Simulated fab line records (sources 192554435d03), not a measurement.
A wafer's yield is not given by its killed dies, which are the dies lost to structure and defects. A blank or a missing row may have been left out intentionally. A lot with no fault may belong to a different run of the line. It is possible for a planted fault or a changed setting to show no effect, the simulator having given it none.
Matching of chambers	flow n5_finfet	N5_BEOL_M4_ETCH_69 on rie_diel-06: 4 sister chambers
The step etches SiARC in CF4, target depth 15.6 nm, time 26 s. 14 wafers are shown with their chamber, then 7 later ones without.

WAFERS, EACH WITH ITS CHAMBER
wafer	chamber	drypump_motor_current_A (A)	showerhead_plenum_p_Torr (Torr)	oes_product_au (a.u.)
L074.4	2	5.4	2.09	0.69
L074.5	3	6.6	2.17	0.68
L074.6	2	5.4	2.09	0.69
L085.1	1	4.9	2.04	0.62
L085.2	3	6.6	2.16	0.68
L085.6	2	5.4	2.09	0.67
L087.3	0	6.2	2.10	0.72
L087.4	1	4.8	2.04	0.62
L087.5	0	6.2	2.10	0.72
L086.3	3	6.6	2.16	0.67
L086.4	1	4.8	2.04	0.60
L086.5	1	4.8	2.04	0.61
L088.2	0	6.2	2.10	0.72
L088.4	2	5.4	2.08	0.66

SIGNATURES, as means of the wafers listed above
reading	chamber 0	chamber 1	chamber 2	chamber 3	scatter within a chamber
drypump_motor_current_A	6.200	4.825	5.400	6.600	0.0274
showerhead_plenum_p_Torr	2.1000	2.0400	2.0875	2.1633	0.00376
oes_product_au	0.7200	0.6125	0.6775	0.6767	0.0101
Rule: for each reading, subtract the chamber's mean from the wafer's reading, divide by that reading's scatter and square the result; add these up over the readings and take the root, which gives the wafer's distance from the chamber. If the next closest chamber is less than 2 further off than the closest, the wafer can't be placed; otherwise it belongs to the closest. The scatter is the square root of a quotient: the sum, over the shown wafers, of each reading's squared deviation from its chamber's mean, divided by wafers minus chambers.

WAFERS WHOSE CHAMBER IS MISSING
wafer	drypump_motor_current_A (A)	showerhead_plenum_p_Torr (Torr)	oes_product_au (a.u.)
L088.5	5.4	2.08	0.66
L091.1	4.9	2.04	0.61
L091.2	6.2	2.09	0.71
L091.3	5.4	2.08	0.66
L096.1	6.2	2.09	0.70
L096.2	5.4	2.08	0.65
L096.4	6.6	2.15	0.65

WHICH CHAMBER EACH WENT THROUGH
wafer	from the rows above	in truth
L088.5	2	2
L091.1	1	1
L091.2	0	0
L091.3	2	2
L096.1	0	0
L096.2	2	2
L096.4	3	3
Placed correctly: 7 of 7. Can't be placed from these rows: 0. 0 placed wrongly.
